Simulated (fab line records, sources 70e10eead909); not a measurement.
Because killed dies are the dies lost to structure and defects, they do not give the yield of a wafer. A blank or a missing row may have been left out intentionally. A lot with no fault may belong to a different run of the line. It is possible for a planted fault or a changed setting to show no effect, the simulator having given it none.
What tool caused it? -- flow nandHarc -- 6 lots, 18 wafers sampled, at 3 steps of a route of 1302

## WHAT THE GAUGES READ, wafer by wafer
NHARC_END_SORT_01.
lot,measured,on,killedAtOther
L923,day 24 20:49,prober-01,0 0 0
L924,day 25 08:30,prober-02,0 1 0
L932,day 28 09:23,prober-01,1 1 0
L937,day 30 13:37,prober-01,1 0 1
L942,day 32 11:31,prober-02,2 1 0
L944,day 33 09:22,prober-02,1 0 1

## TOOL THAT RAN EACH LOT (tool first, then ch and the chambers of the sampled wafers, then the start)
lot,NHARC_A_CHANNEL_FILL_D2_ALD_15,NHARC_A_CHANNEL_FILL_D2_ETCHBACK_20
L923,"aldSinBatch-02 ch 0, day 14 11:34","rieDiel-02 ch 0,2,3, day 15 01:49"
L924,"aldSinBatch-02 ch 0, day 14 17:55","rieDiel-02 ch 0,2,3, day 15 07:26"
L932,"aldSinBatch-03 ch 0, day 18 06:35","rieDiel-02 ch 0,3, day 18 18:32"
L937,"aldSinBatch-01 ch 0, day 19 14:01","rieDiel-02 ch 0,1, day 20 03:37"
L942,"aldSinBatch-03 ch 0, day 22 00:32","rieDiel-02 ch 1,2,3, day 22 14:32"
L944,"aldSinBatch-03 ch 0, day 23 01:29","rieDiel-02 ch 0,1, day 23 15:36"
- NHARC_A_CHANNEL_FILL_D2_ALD_15: deposits SiNx, target thk 2 nm, pulse time 60 s, ald cycles 19.
- NHARC_A_CHANNEL_FILL_D2_ETCHBACK_20: etches the open film in C4F8/O2/Ar, target depth 27 nm, time 13.5 s.

## THE ANSWER, worked out from the rows above alone
Rule: the usual values come from the lots themselves. The widest of any qualifying gaps counts: lots, ordered by their means at a reading, are off when they make up no more than a third of the lots, leave a main group of 4 or more, and stand apart from it by 3 or more times the standard deviation of that group's means. A main group whose means are all the same, to the digits that the tables above print for the reading, isn't used. A lot without any number at a reading at which 4 lots or more have one is off too. All remaining lots with rows at the step are treated as sound.
Nothing can be told from this: no lot is off at any reading shown.

## WHAT THE SIMULATOR HAD INSERTED
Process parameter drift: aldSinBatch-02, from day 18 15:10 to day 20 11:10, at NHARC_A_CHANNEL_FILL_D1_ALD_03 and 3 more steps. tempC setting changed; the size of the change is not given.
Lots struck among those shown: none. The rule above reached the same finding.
